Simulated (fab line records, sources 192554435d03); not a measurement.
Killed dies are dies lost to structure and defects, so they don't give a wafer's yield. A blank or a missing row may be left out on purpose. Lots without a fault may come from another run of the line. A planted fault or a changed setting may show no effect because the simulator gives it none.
fab line records | flow n5_finfet
record lots=14 wafers=40 last_day=18
route steps=1938 shown SD_EPI_N@282 SD_EPI_P@303 SD_ACTIVATION@332 BEOL_M4@1111
lots that met no fault: from a run of the same line without faults
start_h: hours from the record's first day to the start of the lot's first wafer shown | wait_h: hours since the lot's step before | " the same as in the row above | L1.1+2: a row that stands for several wafers | - no value, or no start given | * or withheld: withheld | < > ~ a bound
route shown NAME@n: a module of which the file shows steps, and the number in the route of the first | usual: mean/standard deviation of fault-free wafers | same: alike in all rows | chamber/n: place in a boat | sites: the reading at each site | _std_site: their standard deviation | _edge_site: outer sites' mean less inner sites' | radius_mm: how far each site lies from the wafer's centre | mask NAME#n: copy n | behind: the tool/chamber that last shaped the wafer | hold: why the lot was held/for how many hours/how that ended | device: the transistor (n, p or np) that didn't switch | end of line: the same wafers' tests at the end of the route | a step without rows: its recipe alone | killed: dies lost to structure and defects at the first sort, not the wafer's yield | map: a wafer's dies, x killed, . not, _ none there
set.NAME: the setting as run; set.NAME@STEP: as run at that earlier step | model.NAME: the simulator's own value behind a step, which no gauge read
steps of the route over a sample of lots; a table a step, a row a wafer
services: from which hour (start_h, from the record's first day; less than 0 if before it) a tool's chamber was out of use, for how many hours, and why
## steps
# step N5_SD_EPI_N_STRIP_38
# recipe chemistry=N2/H2 power_w=1000 temp_c=250 h2_frac=0.65 overash_fraction=0.3 pressure_mtorr=withheld n2_flow_sccm=1750 h2_flow_sccm=3250
# usual drypump_motor_current_A=5.7/0.41 heater_power_w=334/36 oes_product_au=0.762/0.011
# columns lot.wafer tool chamber start_h wait_h drypump_motor_current_A heater_power_w oes_product_au rf_hours_counter_h
L615.1 plasma_asher-02 0 48.93 0.1 5.5 347 0.768 29
L615.2 " 1 " " 5.2 286 0.790 29
L615.5 " 1 " " 5.2 285 0.762 -
L616.1 plasma_asher-01 0 55.95 0.1 6.3 317 0.750 78
L616.2 " 1 " " 5.6 391 0.789 78
L616.3 " 1 " " 5.6 387 0.741 -
L617.3 plasma_asher-02 0 60.47 0.1 5.4 328 0.761 -
L617.4 " 1 " " 5.2 298 0.733 -
L617.6 " 0 " " 5.4 346 0.748 -
L618.4 plasma_asher-02 1 70.65 0.1 5.2 285 0.756 -
L618.5 " 0 " " 5.4 347 0.757 -
L618.6 " 1 " " 5.2 288 0.756 -
L620.2 plasma_asher-01 0 80.96 0.1 6.3 321 0.759 83
L620.4 " 1 " " 5.6 384 0.763 -
L620.6 " 0 " " 6.3 322 0.757 -
L623.3 plasma_asher-02 1 98.37 0.1 5.2 291 0.782 -
L623.4 " 0 " " 5.4 338 0.761 -
L625.3 plasma_asher-01 1 109.90 0.1 5.6 386 0.774 -
L625.6 " 0 " " 6.3 315 0.750 -
L629.2 plasma_asher-02 0 133.17 0.1 5.4 337 0.773 47
L629.4 " 0 " " 5.4 346 0.752 -
L629.6 " 0 " " 5.4 338 0.780 -
L632.1 plasma_asher-02 1 151.91 0.1 5.2 296 0.763 50
L632.4 " 1 " " 5.3 277 0.776 -
L632.6 " 1 " " 5.2 293 0.751 -
L633.3 plasma_asher-01 0 158.32 0.1 6.3 321 0.777 -
L633.4 " 1 " " 5.6 387 0.754 -
L633.6 " 1 " " 5.6 382 0.729 -
L635.1 plasma_asher-02 1 173.90 0.1 5.2 278 0.744 53
L635.5 " 0 " " 5.5 349 0.757 -
L635.6 " 1 " " 5.3 296 0.772 -
L636.2 plasma_asher-01 1 175.46 0.1 5.7 380 0.764 100
L636.5 " 1 " " 5.6 389 0.752 -
L636.6 " 0 " " 6.3 320 0.763 -
L637.1 plasma_asher-01 0 182.16 0.1 6.3 319 0.771 103
L637.2 " 1 " " 5.6 382 0.775 103
L637.3 " 0 " " 6.3 316 0.775 -
L638.1 plasma_asher-02 0 188.03 0.1 5.4 339 0.766 58
L638.2 " 1 " " 5.2 289 0.749 58
L638.4 " 0 " " 5.5 345 0.769 -
# step N5_SD_EPI_P_CD_MEAS_09
# recipe target_cd_nm=240 landing_energy_ev=500 detector=se_inlens
# usual cd_nm=239.9/0.76
# same landing_energy_ev=500
# columns lot.wafer tool chamber start_h wait_h cd_nm
L615.1 cd_sem-01 0 53.22 - 240.6
L615.2 " 0 " " 239.4
L615.5 " 0 " " 239.7
L616.1 cd_sem-02 0 59.82 - 241.2
L616.2 " 0 " " 241.0
L616.3 " 0 " " 240.3
L617.3 cd_sem-03 0 64.66 - 241.0
L617.4 " 0 " " 240.6
L617.6 " 0 " " 239.8
L618.4 cd_sem-01 0 74.97 - 239.4
L618.5 " 0 " " 240.3
L618.6 " 0 " " 240.0
L620.2 cd_sem-03 0 84.58 - 239.2
L620.4 " 0 " " 240.3
L620.6 " 0 " " 239.9
L623.3 cd_sem-01 0 101.78 - 238.4
L623.4 " 0 " " 238.8
L625.3 cd_sem-01 0 113.44 - 240.7
L625.6 " 0 " " 239.5
L629.2 cd_sem-01 0 136.74 - 239.6
L629.4 " 0 " " 240.3
L629.6 " 0 " " 239.7
L632.1 cd_sem-02 0 155.44 - 239.5
L632.4 " 0 " " 239.3
L632.6 " 0 " " 238.3
L633.3 cd_sem-03 0 161.79 - 239.8
L633.4 " 0 " " 240.5
L633.6 " 0 " " 239.6
L635.1 cd_sem-02 0 178.22 - 240.4
L635.5 " 0 " " 241.1
L635.6 " 0 " " 241.6
L636.2 cd_sem-02 0 179.11 - 240.2
L636.5 " 0 " " 240.5
L636.6 " 0 " " 240.8
L637.1 cd_sem-01 0 186.47 - 240.1
L637.2 " 0 " " 239.6
L637.3 " 0 " " 240.1
L638.1 cd_sem-03 0 191.59 - 239.4
L638.2 " 0 " " 239.2
L638.4 " 0 " " 239.8
# step N5_SD_EPI_P_ETCH_47
# recipe chemistry=CH3F/O2 target=SiOCN target_depth_a=250 mask_material=SOC ion_energy_ev=60 bias_w=29 pressure_mtorr=30 source_w=410 Ar_flow_sccm=150 CH3F_flow_sccm=30 O2_flow_sccm=20
# usual chamber_pressure_mTorr=30.000/0.025 drypump_motor_current_A=5.8/0.34 oes_product_au=0.78/0.09 rf_fwd_power_W=408.1/1.2 rf_vpp_V=127.5/1.6 showerhead_plenum_p_Torr=2.02/0.054 throttle_valve_pct=16.3/0.31
# columns lot.wafer tool chamber start_h wait_h chamber_pressure_mTorr drypump_motor_current_A oes_product_au rf_fwd_power_W rf_hours_counter_h rf_vpp_V showerhead_plenum_p_Torr throttle_valve_pct
L615.1 rie_diel-04 1 53.83 0.1 29.995 5.5 0.71 411.0 180 125.4 2.08 16.4
L615.2 " 3 " " 30.028 5.4 0.82 409.0 79 129.8 2.02 16.2
L615.5 " 3 " " 29.993 5.4 0.83 409.8 - 128.8 2.02 16.2
L616.1 rie_diel-03 0 60.42 0.1 29.984 5.6 0.97 407.4 10 125.6 1.97 15.7
L616.2 " 1 " " 30.039 6.2 0.78 409.0 131 128.3 2.10 16.7
L616.3 " 2 " " 30.052 6.3 0.68 410.4 238 125.5 1.97 16.4
L617.3 rie_diel-04 1 65.26 0.1 30.014 5.6 0.71 408.0 182 125.5 2.08 16.4
L617.4 " 2 " " 29.984 5.6 0.86 408.3 65 125.1 1.94 16.2
L617.6 " 2 " " 29.985 5.6 0.85 408.8 - 125.7 1.94 16.2
L618.4 rie_diel-03 1 75.57 0.1 29.986 6.2 0.77 409.8 135 128.5 2.10 16.7
L618.5 " 0 " " 30.056 5.6 0.96 408.5 - 126.4 1.96 15.7
L618.6 " 3 " " 30.018 6.3 0.78 409.5 - 126.5 2.10 16.2
L620.2 rie_diel-03 3 85.33 0.1 29.993 6.3 0.77 408.6 128 126.0 2.10 16.2
L620.4 " 2 " " 29.974 6.3 0.68 407.8 246 126.8 1.97 16.4
L620.6 " 1 " " 29.992 6.1 0.76 409.7 - 128.8 2.09 16.7
L623.3 rie_diel-06 2 102.38 0.1 29.995 5.2 0.85 405.6 53 128.8 2.02 16.4
L623.4 " 1 " " 29.997 5.9 0.71 407.3 202 129.9 1.99 16.8
L625.3 rie_diel-03 0 114.04 0.1 29.958 5.6 0.91 409.6 27 127.6 1.96 15.7
L625.6 " 1 " " 30.026 6.1 0.75 408.2 - 130.0 2.09 16.7
L629.2 rie_diel-04 3 137.37 0.1 30.001 5.4 0.80 406.9 103 128.0 2.02 16.2
L629.4 " 2 " " 29.971 5.6 0.83 409.8 87 125.6 1.94 16.2
L629.6 " 3 " " 29.993 5.4 0.81 408.1 - 129.1 2.02 16.2
L632.1 rie_diel-04 2 156.51 0.1 29.980 5.6 0.83 409.4 92 125.1 1.94 16.2
L632.4 " 0 " " 29.985 6.3 0.67 408.2 246 126.8 1.97 16.8
L632.6 " 1 " " 30.017 5.5 0.69 406.7 - 125.2 2.07 16.4
L633.3 rie_diel-06 3 162.39 0.1 30.003 5.8 0.96 408.4 1 125.3 2.04 15.8
L633.4 " 0 " " 30.033 5.7 0.70 408.9 223 129.1 2.06 16.4
L633.6 " 0 " " 29.979 5.7 0.70 408.3 - 129.2 2.06 16.4
L635.1 rie_diel-04 2 178.82 0.1 29.975 5.6 0.81 408.7 99 125.7 1.93 16.3
L635.5 " 2 " " 29.980 5.6 0.81 407.5 - 125.2 1.93 16.3
L635.6 " 1 " " 29.992 5.6 0.68 408.1 - 125.7 2.06 16.4
L636.2 rie_diel-04 3 179.90 0.1 29.983 5.4 0.79 407.6 115 127.5 2.01 16.3
L636.5 " 2 " " 30.031 5.6 0.82 408.0 - 127.4 1.93 16.3
L636.6 " 1 " " 29.994 5.6 0.69 407.9 - 126.4 2.06 16.4
L637.1 rie_diel-03 0 187.15 0.1 30.045 5.6 0.89 408.0 49 126.7 1.95 15.8
L637.2 " 2 " " 30.013 6.3 0.92 410.2 19 126.7 1.96 16.0
L637.3 " 3 " " 29.989 6.4 0.75 410.0 157 127.9 2.09 16.3
L638.1 rie_diel-03 1 192.19 0.1 30.011 6.1 0.74 410.5 170 127.4 2.08 16.7
L638.2 " 0 " " 29.989 5.6 0.88 407.6 51 126.7 1.95 15.8
L638.4 " 3 " " 30.007 6.3 0.75 407.9 159 127.9 2.08 16.3
# step N5_SD_EPI_P_PRECLEAN_51
# recipe chemistry=NF3:NH3 afs_cycles=1 temp_c=30 time_s=20 sublimation_temp_c=180 sublimation_time_s=60 pressure_torr=3 rf_power_w=30
# usual rf_fwd_power_W=29.83/0.095
# columns lot.wafer tool chamber start_h wait_h rf_fwd_power_W
L615.1 epi_rpcvd-02 0 54.30 0.0 29.78
L615.2 " 0 " " 29.92
L615.5 " 0 " " 29.80
L616.1 epi_rpcvd-04 0 60.89 0.0 29.78
L616.2 " 0 " " 29.80
L616.3 " 0 " " 29.83
L617.3 epi_rpcvd-02 0 65.79 0.1 29.97
L617.4 " 0 " " 29.93
L617.6 " 0 " " 29.91
L618.4 epi_rpcvd-04 0 76.13 0.1 29.69
L618.5 " 0 " " 29.85
L618.6 " 0 " " 29.72
L620.2 epi_rpcvd-02 0 85.83 0.1 29.78
L620.4 " 0 " " 29.81
L620.6 " 0 " " 29.81
L623.3 epi_rpcvd-02 0 102.92 0.1 -
L623.4 " 0 " " 29.79
L625.3 epi_rpcvd-02 0 114.58 0.1 -
L625.6 " 0 " " 29.89
L629.2 epi_rpcvd-04 0 137.89 0.1 29.77
L629.4 " 0 " " 29.79
L629.6 " 0 " " 29.81
L632.1 epi_rpcvd-04 0 157.57 0.4 29.73
L632.4 " 0 " " 29.68
L632.6 " 0 " " 29.66
L633.3 epi_rpcvd-04 0 162.94 0.1 29.78
L633.4 " 0 " " 29.80
L633.6 " 0 " " 29.78
L635.1 epi_rpcvd-03 0 179.30 0.0 29.76
L635.5 " 0 " " 29.70
L635.6 " 0 " " 29.78
L636.2 epi_rpcvd-02 0 180.50 0.1 29.84
L636.5 " 0 " " 29.84
L636.6 " 0 " " 29.84
L637.1 epi_rpcvd-03 0 187.63 0.0 29.86
L637.2 " 0 " " 29.90
L637.3 " 0 " " 29.75
L638.1 epi_rpcvd-02 0 192.70 0.0 29.86
L638.2 " 0 " " 30.10
L638.4 " 0 " " 30.04
# step N5_SD_EPI_P_EPI_MEAS_23
# recipe mode=xrd
# usual thk_nm=61.4/1.2
# columns lot.wafer tool chamber start_h wait_h thk_nm
L615.1 film_metro-01 - 57.70 2.4 60.5
L615.2 " - " " 60.7
L615.5 " - " " 59.3
L616.1 film_metro-01 - 63.45 1.8 61.4
L616.2 " - " " 60.4
L616.3 " - " " 62.3
L617.3 film_metro-01 - 68.30 1.1 60.7
L617.4 " - " " 58.7
L617.6 " - " " 60.4
L618.4 film_metro-02 - 78.61 0.8 60.8
L618.5 " - " " 60.5
L618.6 " - " " 60.5
L620.2 film_metro-01 - 88.36 1.5 61.9
L620.4 " - " " 61.9
L620.6 " - " " 63.9
L623.3 film_metro-02 - 105.43 1.1 50.1
L623.4 " - " " 62.9
L625.3 film_metro-02 - 117.09 1.1 49.6
L625.6 " - " " 61.8
L629.2 film_metro-01 - 141.25 2.0 62.0
L629.4 " - " " 60.5
L629.6 " - " " 61.5
L632.1 film_metro-01 - 160.96 2.4 63.1
L632.4 " - " " 60.5
L632.6 " - " " 60.2
L633.3 film_metro-02 - 166.26 1.5 60.7
L633.4 " - " " 63.6
L633.6 " - " " 62.7
L635.1 film_metro-01 - 182.69 2.4 59.9
L635.5 " - " " 61.3
L635.6 " - " " 61.2
L636.2 film_metro-02 - 183.03 1.5 62.8
L636.5 " - " " 61.5
L636.6 " - " " 60.7
L637.1 film_metro-01 - 191.02 2.4 59.6
L637.2 " - " " 61.0
L637.3 " - " " 61.2
L638.1 film_metro-01 - 195.25 1.8 61.0
L638.2 " - " " 63.5
L638.4 " - " " 60.7
# step N5_SD_ACTIVATION_RS_MEAS_03
# recipe thk_meas_gauge=four-point-probe
# usual RS_SD_N=21.9/0.3 RS_SD_P=56.1/0.82
# columns lot.wafer tool chamber start_h wait_h RS_SD_N[ohm/sq] RS_SD_P[ohm/sq]
L615.1 film_metro-01 - 58.60 0.2 22.5 57.7
L615.2 " - " " 22.3 56.7
L615.5 " - " " 22.1 58.0
L616.1 film_metro-01 - 64.07 0.2 22.3 56.2
L616.2 " - " " 22.2 57.3
L616.3 " - " " 21.9 56.6
L617.3 film_metro-01 - 68.94 0.2 21.7 56.9
L617.4 " - " " 21.9 56.6
L617.6 " - " " 21.8 56.4
L618.4 film_metro-02 - 79.27 0.1 21.7 57.0
L618.5 " - " " 21.6 56.9
L618.6 " - " " 21.9 56.8
L620.2 film_metro-02 - 89.03 0.2 21.0 54.8
L620.4 " - " " 21.1 55.9
L620.6 " - " " 21.0 55.0
L623.3 film_metro-02 - 106.08 0.2 21.6 69.3
L623.4 " - " " 21.4 56.5
L625.3 film_metro-01 - 117.73 0.2 22.1 68.7
L625.6 " - " " 21.7 56.5
L629.2 film_metro-02 - 141.90 0.2 22.0 55.2
L629.4 " - " " 21.8 55.3
L629.6 " - " " 21.6 55.7
L632.1 film_metro-01 - 162.51 0.2 21.7 57.0
L632.4 " - " " 21.9 57.3
L632.6 " - " " 22.3 57.5
L633.3 film_metro-02 - 167.03 0.2 22.1 57.1
L633.4 " - " " 21.7 55.9
L633.6 " - " " 21.7 57.6
L635.1 film_metro-01 - 183.30 0.2 22.2 55.9
L635.5 " - " " 21.9 54.9
L635.6 " - " " 22.0 55.6
L636.2 film_metro-01 - 183.68 0.2 21.5 55.7
L636.5 " - " " 21.7 56.1
L636.6 " - " " 22.1 55.3
L637.1 film_metro-01 - 191.81 0.2 21.8 56.2
L637.2 " - " " 21.7 55.5
L637.3 " - " " 21.8 56.4
L638.1 film_metro-02 - 195.86 0.2 22.3 56.5
L638.2 " - " " 22.1 56.8
L638.4 " - " " 22.0 57.3
# step N5_BEOL_M4_RC_MEAS_101
# usual DIBL_N=36.5/1.4 DIBL_P=36.5/1.6 IOFF_N=0.163/0.022 IOFF_P=0.219/0.029 IOFF_P_85C=3.8/0.42 IOFF_P_LIN=0.103/0.012 IOFF_P_LONG=0.000105/9.1e-06 ION_N=675/8.3 ION_P=464/6.2 REXT_P=100.2/1.9 RS_SD_P=65.8/1 SS_N=71.5/0.52 SS_P=73.4/0.57 VT_N=249.7/2.6 VT_P=-250/3 VT_P_LVT=-98.3/2.3
# columns lot.wafer tool chamber start_h wait_h DIBL_N[mV/V] DIBL_P[mV/V] IOFF_N[nA/um] IOFF_P[nA/um] IOFF_P_85C[nA/um] IOFF_P_LIN[nA/um] IOFF_P_LONG[nA/um] ION_N[uA/um] ION_P[uA/um] REXT_P[ohm.um] RS_SD_P[ohm/sq] SS_N[mV/dec] SS_P[mV/dec] VT_N[mV] VT_P[mV] VT_P_LVT[mV]
L615.1 prober-02 0 164.98 0.4 35.8 35.3 0.140 0.185 3.4 0.092 0.000104 661 459 100.3 68.0 71.2 72.5 250.8 -250 -100.1
L615.2 " 0 " " 38.3 37.5 0.177 0.224 3.9 0.105 0.000103 671 462 98.2 66.1 72.1 73.1 248.6 -247 -98.5
L615.5 " 0 " " 36.7 37.0 0.152 0.201 3.6 0.098 0.000103 670 465 98.8 67.0 71.2 72.9 249.0 -249 -99.7
L616.1 prober-01 0 171.17 0.0 38.3 37.0 0.170 0.252 4.2 0.118 0.000112 673 472 98.3 66.2 71.9 73.3 252.2 -249 -96.7
L616.2 " 0 " " 36.7 34.9 0.139 0.215 3.7 0.105 0.000113 661 462 100.1 67.2 71.2 73.9 254.3 -248 -98.8
L616.3 " 0 " " 36.8 34.5 0.136 0.199 3.5 0.099 0.000114 669 468 99.4 66.0 70.9 73.2 253.8 -249 -100.8
L617.3 prober-01 0 183.48 0.3 37.4 38.1 0.189 0.216 3.7 0.099 9.4e-05 673 455 100.5 66.6 72.7 73.7 247.7 -251 -99.7
L617.4 " 0 " " 34.2 34.8 0.134 0.174 3.1 0.086 9.4e-05 666 453 99.5 66.1 71.4 73.3 251.4 -255 -102.0
L617.6 " 0 " " 36.5 38.0 0.174 0.213 3.7 0.098 9.5e-05 676 461 99.6 66.0 72.3 73.4 250.6 -251 -99.5
L618.4 prober-02 0 196.10 0.5 35.5 37.1 0.148 0.205 3.6 0.096 9.9e-05 671 465 100.3 67.1 71.2 73.5 253.1 -252 -102.1
L618.5 " 0 " " 36.6 38.6 0.168 0.224 3.8 0.100 9.7e-05 675 460 100.9 67.3 71.8 73.5 249.6 -252 -100.3
L618.6 " 0 " " 34.2 34.9 0.125 0.172 3.1 0.085 9.3e-05 659 456 100.1 67.4 70.9 72.6 253.6 -254 -102.7
L620.2 prober-02 0 201.75 0.2 35.2 34.1 0.142 0.178 3.2 0.088 9.7e-05 667 462 98.7 63.9 71.2 73.3 253.4 -255 -101.8
L620.4 " 0 " " 37.9 36.5 0.191 0.215 3.8 0.098 9.6e-05 691 463 99.5 65.1 72.1 73.6 248.8 -253 -99.7
L620.6 " 0 " " 36.1 35.4 0.153 0.193 3.4 0.091 9.4e-05 671 459 100.0 64.5 71.2 73.2 251.1 -253 -100.2
L623.3 prober-01 0 215.01 0.3 36.2 33.6 0.155 0.131 2.4 0.063 0.000149 671 413 150.5 81.6 71.3 72.5 249.2 -262 -112.1
L623.4 " 0 " " 34.2 33.7 0.129 0.213 3.6 0.102 0.000122 673 468 102.1 66.5 71.0 72.0 252.0 -248 -97.9
L625.3 prober-02 0 238.08 0.3 37.1 35.6 0.166 0.119 2.3 0.058 0.000128 674 420 140.0 80.6 71.2 73.2 248.4 -266 -113.7
L625.6 " 0 " " 36.8 37.4 0.162 0.211 3.7 0.100 9.8e-05 685 466 97.9 66.1 71.0 73.7 249.9 -251 -99.4
L629.2 prober-02 0 258.71 0.2 34.4 35.2 0.136 0.204 3.6 0.102 0.000105 666 464 101.1 65.7 71.6 73.7 253.6 -250 -98.1
L629.4 " 0 " " 35.7 37.0 0.159 0.217 3.8 0.105 0.000105 682 461 102.1 66.0 71.2 73.5 253.2 -250 -98.0
L629.6 " 0 " " 35.8 36.9 0.158 0.223 3.9 0.110 0.000108 670 466 101.0 65.3 71.7 73.5 249.6 -249 -97.2
L632.1 prober-02 0 271.91 0.0 37.0 38.0 0.185 0.256 4.3 0.118 0.000113 686 470 102.2 67.0 71.1 73.8 248.4 -249 -96.1
L632.4 " 0 " " 37.5 37.7 0.187 0.247 4.2 0.115 0.000111 677 460 102.5 67.4 72.3 73.7 250.2 -247 -97.9
L632.6 " 0 " " 37.3 37.9 0.180 0.249 4.2 0.116 0.000114 680 467 102.0 66.8 71.8 73.4 248.8 -246 -96.2
L633.3 prober-01 0 283.00 0.3 37.9 38.8 0.177 0.227 3.9 0.108 0.000107 684 464 102.5 67.1 71.6 73.8 247.7 -250 -98.3
L633.4 " 0 " " 38.4 39.5 0.187 0.243 4.1 0.113 0.000108 682 465 101.3 65.3 71.8 74.3 247.3 -249 -96.8
L633.6 " 0 " " 39.1 39.8 0.197 0.247 4.2 0.115 0.00011 685 468 103.4 67.5 71.8 74.1 247.4 -246 -96.4
L635.1 prober-02 0 290.68 0.0 38.5 38.0 0.175 0.240 4.1 0.111 0.000105 681 464 100.3 65.9 71.3 74.3 250.5 -247 -96.9
L635.5 " 0 " " 38.7 37.9 0.184 0.244 4.2 0.112 0.000105 666 460 101.0 65.2 71.4 74.3 248.6 -248 -97.1
L635.6 " 0 " " 38.1 37.6 0.174 0.248 4.2 0.115 0.000107 685 471 99.3 64.5 71.4 74.0 247.6 -247 -96.7
L636.2 prober-01 0 298.36 0.2 35.9 37.2 0.158 0.203 3.5 0.094 9.1e-05 675 467 100.6 65.3 71.4 73.2 251.6 -253 -99.3
L636.5 " 0 " " 34.6 35.2 0.136 0.166 3.0 0.081 8.9e-05 668 458 101.4 65.4 70.9 73.3 251.9 -258 -102.5
L636.6 " 0 " " 36.0 37.6 0.166 0.203 3.6 0.094 8.9e-05 682 463 101.8 64.3 71.8 73.5 249.8 -252 -98.7
L637.1 prober-02 0 310.36 0.0 35.7 37.9 0.170 0.230 3.9 0.111 0.000107 681 472 98.6 66.4 72.5 73.4 250.1 -248 -96.9
L637.2 " 0 " " 33.3 34.6 0.127 0.184 3.2 0.095 0.000109 675 467 99.0 65.2 71.0 72.6 252.1 -251 -99.5
L637.3 " 0 " " 35.0 36.6 0.151 0.217 3.7 0.105 0.000109 675 465 97.7 66.4 71.1 73.3 250.0 -249 -97.0
L638.1 prober-02 0 316.72 0.0 36.6 35.7 0.149 0.218 3.8 0.106 0.000104 661 460 103.6 66.8 71.8 73.4 251.6 -250 -99.7
L638.2 " 0 " " 37.2 36.7 0.164 0.243 4.1 0.114 0.000106 665 458 103.3 66.9 72.8 73.9 250.0 -248 -98.4
L638.4 " 0 " " 34.9 33.8 0.132 0.196 3.5 0.098 0.000103 667 467 103.0 67.7 71.7 72.7 254.0 -251 -100.7
## services
# columns tool chamber start_h hours kind
plasma_asher-02 - 77.58 0.3 repair
plasma_asher-02 - 89.32 2.0 repair
plasma_asher-02 - 92.62 0.3 repair
rie_diel-03 2 103.59 - clean
rie_diel-03 2 103.59 - consumable_replace:focus_ring
rie_diel-03 2 103.59 19.6 scheduled_down
rie_diel-03 2 103.59 19.6 vent_cycle
rie_diel-06 1 114.71 23.0 repair
rie_diel-06 3 114.84 4.0 repair
plasma_asher-01 - 130.10 3.4 repair
rie_diel-06 3 138.00 - clean
rie_diel-06 3 138.00 - consumable_replace:focus_ring
rie_diel-06 3 138.00 20.4 scheduled_down
rie_diel-06 3 138.00 20.4 vent_cycle
rie_diel-04 1 139.91 2.5 repair
rie_diel-03 1 140.98 6.8 repair
rie_diel-04 - 163.06 1.1 repair
plasma_asher-02 - 164.43 2.8 pm
plasma_asher-01 - 167.18 2.8 pm
rie_diel-04 0 170.61 - clean
rie_diel-04 0 170.61 - consumable_replace:focus_ring
rie_diel-04 0 170.61 19.5 scheduled_down
rie_diel-04 0 170.61 19.5 vent_cycle
## key
first_sign step=N5_SD_EPI_P_EPI_MEAS_23 reading=thk_nm direction=down sigmas=9.6 usual=* struck=*
effect step=N5_SD_ACTIVATION_RS_MEAS_03 reading=RS_SD_P direction=up sigmas=16 usual=56.1 struck=69.0
effect step=N5_BEOL_M4_RC_MEAS_101 reading=REXT_P direction=up sigmas=24 usual=100.2 struck=145.3
effect step=N5_BEOL_M4_RC_MEAS_101 reading=RS_SD_P direction=up sigmas=15 usual=65.8 struck=81.1
effect step=N5_BEOL_M4_RC_MEAS_101 reading=ION_P direction=down sigmas=7.7 usual=464 struck=416
effect step=N5_BEOL_M4_RC_MEAS_101 reading=VT_P_LVT direction=down sigmas=6.4 usual=-98.3 struck=-112.9
effect step=N5_BEOL_M4_RC_MEAS_101 reading=VT_P direction=down sigmas=4.8 usual=-250 struck=-264
effect step=N5_BEOL_M4_RC_MEAS_101 reading=IOFF_P_LONG direction=up sigmas=3.6 usual=0.000105 struck=0.000138
effect step=N5_BEOL_M4_RC_MEAS_101 reading=IOFF_P_LIN direction=down sigmas=3.6 usual=0.103 struck=0.061
effect step=N5_BEOL_M4_RC_MEAS_101 reading=IOFF_P_85C direction=down sigmas=3.5 usual=3.8 struck=2.3
effect step=N5_BEOL_M4_RC_MEAS_101 reading=IOFF_P direction=down sigmas=3.2 usual=0.219 struck=0.125
met_at N5_SD_EPI_P_PRECLEAN_51
struck_lots L623,L625
struck_wafers L623.3,L625.3
sort_left_out L623.3,L625.3
not_acting_at N5_SD_EPI_N_STRIP_38,N5_SD_EPI_P_CD_MEAS_09,N5_SD_EPI_P_ETCH_47
onset_between 85.83 102.92
fault kind=process_parameter_drift tool=epi_rpcvd-02 chamber=- onset_h=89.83 steps=N5_SD_EPI_P_PRECLEAN_51 channel=time_s offset=* shape=step end_h=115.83 scope=struck_wafers_only acts_in=* stated=*
# sort_left_out: the simulated sort isn't trusted on such a fault, so these wafers' sort isn't shown, and their yield isn't known
